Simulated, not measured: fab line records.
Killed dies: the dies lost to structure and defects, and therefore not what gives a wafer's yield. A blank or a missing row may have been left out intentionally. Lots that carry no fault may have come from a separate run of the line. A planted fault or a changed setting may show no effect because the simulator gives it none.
Which tool was responsible?	flow nand harc	Sampling: 22 lots, 66 wafers, 6 of 1302 route steps

WHAT EACH GAUGE READ, for each wafer
The record lacks any reading of a measuring or inspecting step that a usual standard deviation could be used to judge.

WHICH TOOL RAN EACH LOT (tool, then ch and the chambers of the sampled wafers, then the start)
lot	NHARC_A_STAIRCASE_TRIM_233	NHARC_A_STAIRCASE_TRIM_235	NHARC_A_STAIRCASE_DEP_259	NHARC_A_STAIRCASE_ETCH_451	NHARC_A_STAIRCASE_ETCH_452	NHARC_A_STAIRCASE_HM_DEP_462
L074	rie diel-05 ch 0,1,3, day 16 08:17 or earlier	rie diel-05 ch 0,2,3, day 16 08:17 or earlier	pecvd-01 ch 0,1, day 16 08:17	rie diel-04 ch 1,3, day 16 20:23 or earlier	rie diel-04 ch 0,1, day 16 20:23 or earlier	acl dep-03 ch 0, day 16 20:23
L075	rie diel-05 ch 0,1,3, day 16 16:20 or earlier	rie diel-05 ch 0,1,3, day 16 16:20 or earlier	pecvd-01 ch 0,2, day 16 16:20	rie diel-11 ch 0,1,3, day 17 06:00 or earlier	rie diel-04 ch 0,1,3, day 17 06:00 or earlier	acl dep-03 ch 0, day 17 06:00
L078	rie diel-04 ch 0,2,3, day 17 23:52 or earlier	rie diel-04 ch 0,2, day 17 23:52 or earlier	pecvd-04 ch 0,1,2, day 17 23:52	rie diel-04 ch 0,1, day 18 10:27 or earlier	rie diel-04 ch 0,1,2, day 18 10:27 or earlier	acl dep-02 ch 0, day 18 10:27
L079	rie diel-05 ch 1,2,3, day 18 01:15 or earlier	rie diel-05 ch 1,2, day 18 01:15 or earlier	pecvd-03 ch 0,2, day 18 01:15	rie diel-11 ch 1,3, day 18 12:41 or earlier	rie diel-11 ch 0,2,3, day 18 12:41 or earlier	acl dep-02 ch 0, day 18 12:41
L080	rie diel-11 ch 1,2, day 18 20:18 or earlier	rie diel-11 ch 0,1,2, day 18 20:18 or earlier	pecvd-03 ch 0,2, day 18 20:18	rie diel-05 ch 2,3, day 19 10:05 or earlier	rie diel-04 ch 1,2, day 19 10:05 or earlier	acl dep-02 ch 0, day 19 10:05
L081	rie diel-04 ch 0,1,2, day 19 09:49 or earlier	rie diel-04 ch 0,1,3, day 19 09:49 or earlier	pecvd-01 ch 0,1,2, day 19 09:49	rie diel-11 ch 0,1, day 20 02:05 or earlier	rie diel-04 ch 0,2,3, day 20 02:05 or earlier	acl dep-02 ch 0, day 20 02:05
L082	rie diel-05 ch 0,1,2, day 19 12:43 or earlier	rie diel-05 ch 0,2,3, day 19 12:43 or earlier	pecvd-03 ch 0,2, day 19 12:43	rie diel-05 ch 1,2,3, day 20 07:07 or earlier	rie diel-05 ch 0,3, day 20 07:07 or earlier	acl dep-01 ch 0, day 20 07:07
L083	rie diel-11 ch 0,1,3, day 20 09:28 or earlier	rie diel-11 ch 0,1,2, day 20 09:28 or earlier	pecvd-04 ch 1,2, day 20 09:28	rie diel-11 ch 0,1,2, day 20 19:17 or earlier	rie diel-11 ch 0,2,3, day 20 19:17 or earlier	acl dep-02 ch 0, day 20 19:17
L084	rie diel-04 ch 0,1,2, day 20 16:43 or earlier	rie diel-04 ch 0,1,3, day 20 16:43 or earlier	pecvd-04 ch 0,1,2, day 20 16:43	rie diel-05 ch 1,2,3, day 21 04:48 or earlier	rie diel-04 ch 0,1,3, day 21 04:48 or earlier	acl dep-01 ch 0, day 21 04:48
L085	rie diel-05 ch 1,2,3, day 21 06:58 or earlier	rie diel-05 ch 0,2,3, day 21 06:58 or earlier	pecvd-01 ch 0,1,2, day 21 06:58	rie diel-05 ch 0,1, day 21 17:23 or earlier	rie diel-05 ch 0,2,3, day 21 17:23 or earlier	acl dep-01 ch 0, day 21 17:23
L086	rie diel-05 ch 1,2,3, day 21 17:24 or earlier	rie diel-05 ch 0,2,3, day 21 17:24 or earlier	pecvd-03 ch 0,1,2, day 21 17:24	rie diel-05 ch 0,1,2, day 22 04:14 or earlier	rie diel-05 ch 0,1,3, day 22 04:14 or earlier	acl dep-02 ch 0, day 22 04:14
L087	rie diel-11 ch 0,1, day 21 17:56 or earlier	rie diel-11 ch 1,2,3, day 21 17:56 or earlier	pecvd-04 ch 0,1,2, day 21 17:56	rie diel-04 ch 1,3, day 22 07:02 or earlier	rie diel-05 ch 1,2,3, day 22 07:02 or earlier	acl dep-02 ch 0, day 22 07:02
L088	rie diel-11 ch 1,2, day 22 05:35 or earlier	rie diel-11 ch 0,2,3, day 22 05:35 or earlier	pecvd-03 ch 0,1,2, day 22 05:35	rie diel-11 ch 2,3, day 22 15:22 or earlier	rie diel-04 ch 0,3, day 22 15:22 or earlier	acl dep-01 ch 0, day 22 15:22
L091	rie diel-11 ch 0,1,2, day 23 02:32 or earlier	rie diel-11 ch 1,2,3, day 23 02:32 or earlier	pecvd-01 ch 0,1,2, day 23 02:32	rie diel-05 ch 0,1,3, day 23 11:44 or earlier	rie diel-05 ch 1,2,3, day 23 11:44 or earlier	acl dep-02 ch 0, day 23 11:44
L090	rie diel-05 ch 0,2,3, day 23 03:18 or earlier	rie diel-05 ch 0,1, day 23 03:18 or earlier	pecvd-01 ch 0,1, day 23 03:18	rie diel-11 ch 0,1,2, day 23 16:22 or earlier	rie diel-11 ch 2,3, day 23 16:22 or earlier	acl dep-01 ch 0, day 23 16:22
L089	rie diel-04 ch 1,2,3, day 23 05:10 or earlier	rie diel-04 ch 1,2, day 23 05:10 or earlier	pecvd-04 ch 0,1,2, day 23 05:10	rie diel-11 ch 0,2,3, day 23 16:35 or earlier	rie diel-05 ch 1,2, day 23 16:35 or earlier	acl dep-03 ch 0, day 23 16:35
L092	rie diel-11 ch 0,1,3, day 23 22:59 or earlier	rie diel-11 ch 0,2,3, day 23 22:59 or earlier	pecvd-01 ch 0,2, day 23 22:59	rie diel-04 ch 1,2,3, day 24 10:54 or earlier	rie diel-04 ch 1,2,3, day 24 10:54 or earlier	acl dep-02 ch 0, day 24 10:54
L093	rie diel-05 ch 0,2,3, day 24 07:13 or earlier	rie diel-05 ch 0,2,3, day 24 07:13 or earlier	pecvd-04 ch 0,1, day 24 07:13	rie diel-11 ch 0,2,3, day 24 19:35 or earlier	rie diel-11 ch 0,1,3, day 24 19:35 or earlier	acl dep-03 ch 0, day 24 19:35
L094	rie diel-05 ch 0,2,3, day 24 10:01 or earlier	rie diel-05 ch 0,1,2, day 24 10:01 or earlier	pecvd-01 ch 0,1,2, day 24 10:01	rie diel-05 ch 0,1,2, day 24 20:04 or earlier	rie diel-04 ch 1,2,3, day 24 20:04 or earlier	acl dep-01 ch 0, day 24 20:04
L095	rie diel-05 ch 0,2,3, day 25 10:57 or earlier	rie diel-05 ch 0,1,3, day 25 10:57 or earlier	pecvd-04 ch 0,1,2, day 25 10:57	rie diel-04 ch 0,3, day 25 21:01 or earlier	rie diel-11 ch 1,2, day 25 21:01 or earlier	acl dep-02 ch 0, day 25 21:01
L097	rie diel-11 ch 0,1, day 26 06:59 or earlier	rie diel-11 ch 0,2, day 26 06:59 or earlier	pecvd-04 ch 0,1,2, day 26 06:59	rie diel-04 ch 0,1,3, day 26 18:10 or earlier	rie diel-05 ch 1,2, day 26 18:10 or earlier	acl dep-01 ch 0, day 26 18:10
L096	rie diel-11 ch 1,3, day 26 08:56 or earlier	rie diel-11 ch 0,1,3, day 26 08:56 or earlier	pecvd-03 ch 0,1, day 26 08:56	rie diel-04 ch 0,2, day 27 00:13 or earlier	rie diel-04 ch 1,3, day 27 00:13 or earlier	acl dep-01 ch 0, day 27 00:13
- NHARC_A_STAIRCASE_TRIM_233: chemistry O2, time 211.2 s.
- NHARC_A_STAIRCASE_TRIM_235: chemistry O2, time 211.2 s.
- NHARC_A_STAIRCASE_DEP_259: deposits SiON, target thk 30 nm.
- NHARC_A_STAIRCASE_ETCH_451: etches the open film in CF4/O2, target depth 30 nm, overetch 3 nm, time 16.5 s.
- NHARC_A_STAIRCASE_ETCH_452: etches the open film in CF4/O2, target depth 30 nm, overetch 3 nm, time 16.5 s.
- NHARC_A_STAIRCASE_HM_DEP_462: deposits aC, target thk 800 nm.

AS READ BY THE TOOLS THEMSELVES (means over the sampled wafers that have a number; for cases with no such wafer, the mark the record gives instead)
NHARC_A_STAIRCASE_TRIM_233.
lot	tool	drypump motor current A (A)	oes product au (a.u.)	rf vpp V (V)	showerhead plenum p Torr (Torr)	throttle valve pct (%)
L074	rie diel-05	5.7	0.996	57.3	3.46	17.026
L075	rie diel-05	5.7	0.997	57.8	3.46	17.031
L078	rie diel-04	5.7	0.997	57.9	3.46	17.028
L079	rie diel-05	6.0	0.991	58.4	3.36	17.037
L080	rie diel-11	5.7	1.005	56.9	3.53	17.037
L081	rie diel-04	5.4	0.999	57.8	3.54	17.050
L082	rie diel-05	6.2	0.997	57.0	3.48	17.044
L083	rie diel-11	6.0	0.993	57.9	3.64	17.044
L084	rie diel-04	5.4	0.994	58.2	3.54	17.029
L085	rie diel-05	6.0	0.996	57.7	3.52	17.041
L086	rie diel-05	5.9	0.998	57.3	3.52	17.033
L087	rie diel-11	6.2	0.997	56.8	3.52	17.038
L088	rie diel-11	5.7	1.001	57.3	3.40	17.026
L091	rie diel-11	5.9	0.994	57.9	3.46	17.039
L090	rie diel-05	5.6	1.003	57.4	3.59	17.035
L089	rie diel-04	5.8	0.994	58.1	3.58	17.031
L092	rie diel-11	6.0	1.009	57.7	3.62	17.035
L093	rie diel-05	5.6	1.002	58.2	3.58	17.033
L094	rie diel-05	5.6	1.004	58.0	3.58	17.028
L095	rie diel-05	5.6	1.006	59.0	3.58	17.036
L097	rie diel-11	6.0	0.997	57.8	3.56	17.038
L096	rie diel-11	5.8	1.004	58.2	3.72	17.036

NHARC_A_STAIRCASE_TRIM_235.
lot	tool	drypump motor current A (A)	oes product au (a.u.)	rf vpp V (V)	showerhead plenum p Torr (Torr)	throttle valve pct (%)
L074	rie diel-05	5.6	0.989	57.0	3.44	17.038
L075	rie diel-05	5.7	0.994	56.8	3.46	17.032
L078	rie diel-04	5.5	0.989	57.8	3.48	17.031
L079	rie diel-05	6.5	0.988	58.2	3.41	17.053
L080	rie diel-11	5.9	1.006	57.7	3.47	17.034
L081	rie diel-04	5.6	0.995	58.1	3.53	17.032
L082	rie diel-05	5.6	1.003	58.4	3.60	17.027
L083	rie diel-11	5.9	1.002	57.9	3.47	17.038
L084	rie diel-04	5.6	1.006	57.8	3.53	17.030
L085	rie diel-05	5.6	0.997	58.3	3.60	17.029
L086	rie diel-05	5.6	1.008	57.6	3.59	17.032
L087	rie diel-11	5.7	0.990	57.9	3.57	17.034
L088	rie diel-11	5.9	1.004	58.0	3.52	17.041
L091	rie diel-11	5.7	1.002	58.1	3.57	17.039
L090	rie diel-05	6.3	0.993	57.2	3.48	17.037
L089	rie diel-04	5.5	1.005	58.0	3.67	17.026
L092	rie diel-11	5.9	1.005	57.4	3.51	17.042
L093	rie diel-05	5.6	1.011	57.5	3.58	17.039
L094	rie diel-05	6.2	1.003	57.5	3.45	17.037
L095	rie diel-05	5.7	1.015	57.6	3.60	17.040
L097	rie diel-11	5.9	0.992	57.0	3.33	17.039
L096	rie diel-11	6.0	0.998	57.9	3.61	17.029

NHARC_A_STAIRCASE_DEP_259.
lot	tool	heater power w (W)	showerhead vpp V (V)
L074	pecvd-01	838	1175
L075	pecvd-01	825	1179
L078	pecvd-04	790	1124
L079	pecvd-03	682	1139
L080	pecvd-03	712	1171
L081	pecvd-01	850	1156
L082	pecvd-03	657	1153
L083	pecvd-04	784	1126
L084	pecvd-04	780	1123
L085	pecvd-01	883	1143
L086	pecvd-03	688	1172
L087	pecvd-04	796	1128
L088	pecvd-03	727	1174
L091	pecvd-01	863	1148
L090	pecvd-01	856	1136
L089	pecvd-04	789	1133
L092	pecvd-01	898	1174
L093	pecvd-04	883	1120
L094	pecvd-01	917	1156
L095	pecvd-04	827	1123
L097	pecvd-04	823	1130
L096	pecvd-03	712	1221

NHARC_A_STAIRCASE_ETCH_451.
lot	tool	cf4 flow sccm (sccm)	drypump motor current A (A)	oes product au (a.u.)	rf vpp V (V)	showerhead plenum p Torr (Torr)	throttle valve pct (%)
L074	rie diel-04	80.13	6.0	1.002	198.9	1.36	13.398
L075	rie diel-11	79.86	6.0	1.017	197.5	1.31	13.394
L078	rie diel-04	80.24	5.3	1.005	198.1	1.37	13.405
L079	rie diel-11	80.13	5.8	1.002	197.8	1.33	13.404
L080	rie diel-05	80.22	5.4	1.005	199.2	1.39	13.393
L081	rie diel-11	79.96	6.2	1.000	197.5	1.34	13.395
L082	rie diel-05	79.89	5.9	1.001	197.3	1.33	13.403
L083	rie diel-11	79.93	5.9	0.999	197.3	1.31	13.395
L084	rie diel-05	79.92	5.9	0.994	197.6	1.33	13.401
L085	rie diel-05	79.87	6.3	0.998	196.9	1.32	13.395
L086	rie diel-05	80.07	6.1	0.998	197.5	1.31	13.396
L087	rie diel-04	79.88	5.6	1.013	199.1	1.39	13.398
L088	rie diel-11	80.05	5.7	1.006	196.5	1.31	13.402
L091	rie diel-05	80.01	5.7	0.995	198.8	1.37	13.397
L090	rie diel-11	79.97	5.9	0.987	197.3	1.31	13.402
L089	rie diel-11	80.04	6.0	1.004	197.1	1.33	13.401
L092	rie diel-04	80.04	5.8	1.004	198.7	1.36	13.396
L093	rie diel-11	79.88	5.9	1.008	198.1	1.33	13.392
L094	rie diel-05	79.74	6.1	1.004	197.1	1.30	13.394
L095	rie diel-04	80.12	5.9	1.005	197.8	1.29	13.397
L097	rie diel-04	79.90	5.6	1.003	198.4	1.32	13.400
L096	rie diel-04	80.02	5.5	1.002	197.0	1.30	13.393

NHARC_A_STAIRCASE_ETCH_452.
lot	tool	cf4 flow sccm (sccm)	drypump motor current A (A)	oes product au (a.u.)	rf vpp V (V)	showerhead plenum p Torr (Torr)	throttle valve pct (%)
L074	rie diel-04	79.94	5.3	1.003	198.1	1.38	13.391
L075	rie diel-04	80.08	5.6	1.004	198.2	1.34	13.392
L078	rie diel-04	80.11	5.4	1.003	197.8	1.34	13.388
L079	rie diel-11	80.00	5.9	1.012	197.1	1.27	13.390
L080	rie diel-04	80.11	5.5	0.995	199.1	1.40	13.396
L081	rie diel-04	79.89	5.7	1.001	197.3	1.31	13.400
L082	rie diel-05	80.07	5.1	1.009	199.4	1.42	13.402
L083	rie diel-11	80.09	5.9	0.999	198.1	1.33	13.390
L084	rie diel-04	79.67	5.6	1.002	198.5	1.33	13.398
L085	rie diel-05	80.11	5.6	1.003	198.0	1.36	13.388
L086	rie diel-05	80.03	5.7	0.999	199.0	1.37	13.389
L087	rie diel-05	79.93	5.9	0.996	196.5	1.33	13.395
L088	rie diel-04	79.76	5.9	1.003	197.2	1.30	13.398
L091	rie diel-05	80.02	5.9	1.009	197.8	1.33	13.396
L090	rie diel-11	79.93	5.6	1.009	196.3	1.31	13.394
L089	rie diel-05	79.59	6.5	0.996	197.0	1.28	13.385
L092	rie diel-04	80.11	5.8	1.006	197.6	1.36	13.399
L093	rie diel-11	79.88	6.0	0.999	198.1	1.37	13.391
L094	rie diel-04	80.15	5.8	1.010	198.2	1.36	13.394
L095	rie diel-11	79.79	5.7	0.994	196.7	1.32	13.397
L097	rie diel-05	80.11	6.4	0.996	196.6	1.27	13.400
L096	rie diel-04	80.05	6.0	1.017	198.6	1.34	13.390

NHARC_A_STAIRCASE_HM_DEP_462.
lot	tool	throttle valve pct (%)
L074	acl dep-03	34.998
L075	acl dep-03	35.013
L078	acl dep-02	35.003
L079	acl dep-02	35.011
L080	acl dep-02	34.998
L081	acl dep-02	35.002
L082	acl dep-01	35.001
L083	acl dep-02	34.999
L084	acl dep-01	35.000
L085	acl dep-01	35.010
L086	acl dep-02	35.009
L087	acl dep-02	35.006
L088	acl dep-01	35.009
L091	acl dep-02	35.013
L090	acl dep-01	35.009
L089	acl dep-03	35.000
L092	acl dep-02	35.008
L093	acl dep-03	35.001
L094	acl dep-01	34.998
L095	acl dep-02	34.991
L097	acl dep-01	34.990
L096	acl dep-01	34.998

THE ANSWER, worked out from the rows above alone
Rule: what is usual is taken from the lots themselves. The widest of any qualifying gaps counts: lots, ordered by their means at a reading, are off when they make up no more than a third of the lots, leave a main group of 4 or more, and stand apart from it by 3 or more times the standard deviation of that group's means. The tables above print the reading to a certain number of digits; a main group whose means all agree to those digits is not used. Also off: a lot with no number at a reading for which 4 or more lots have one. The other lots that the step has rows for count as sound. After the gauges, taken in route order, come the tools' own readings; for these a lot's mean is taken, as printed above. The first step at which some lot is off is used, and at that step the reading that is off furthest; a lot without a number counts as furthest.
No lot is off at any reading shown: from this, nothing can be told.

WHAT THE SIMULATOR HAD PUT IN
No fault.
